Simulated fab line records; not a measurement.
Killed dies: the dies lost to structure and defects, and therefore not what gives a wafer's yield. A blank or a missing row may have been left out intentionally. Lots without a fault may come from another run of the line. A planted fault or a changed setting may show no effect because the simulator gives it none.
Which of the tools did it? -- flow n5Finfet -- 10 lots (28 wafers sampled), 1 step of a 1938-step route

WHAT THE GAUGES READ, wafer by wafer
N5_BEOL_M4_RC_MEAS_101.
lot,measured,on,DIBL_N (mV/V)
L532,day 9 14:20,prober-02,36.7 35.8 35.3
L538,day 11 10:43,prober-01,33.8 33.5
L537,day 11 11:17,prober-02,36.8 38.4 36.1
L540,day 11 16:52,prober-02,35.0 35.4 37.5
L542,day 11 19:26,prober-01,33.6 35.7 35.5
L545,day 12 16:13,prober-02,39.7 36.6 36.5
L547,day 13 18:41,prober-02,36.4 37.2 38.1
L548,day 14 01:46,prober-01,37.9 38.5 37.8
L550,day 14 04:23,prober-01,37.0 36.6 38.6
L549,day 14 09:19,prober-02,40.8 36.5

EACH LOT AND THE TOOL THAT RAN IT (in order: tool; ch and the chambers of the sampled wafers; start)
The record holds no process step before these readings.

THE ANSWER, worked out from the rows above alone
Rule: what is usual is taken from the lots themselves. Put in order of their means at a reading, lots are off if they are a third of the lots or fewer, leave a main group of 4 or more, and stand apart from it by a gap of 3 or more times the standard deviation of the main group's means; of several such gaps the widest counts. A main group whose means are all the same, to the digits that the tables above print for the reading, isn't used. Also off: a lot with no number at a reading for which 4 or more lots have one. All remaining lots with rows at the step are treated as sound.
Nothing can be told from this: no lot is off at any reading shown.

WHAT HAD BEEN PUT IN BY THE SIMULATOR
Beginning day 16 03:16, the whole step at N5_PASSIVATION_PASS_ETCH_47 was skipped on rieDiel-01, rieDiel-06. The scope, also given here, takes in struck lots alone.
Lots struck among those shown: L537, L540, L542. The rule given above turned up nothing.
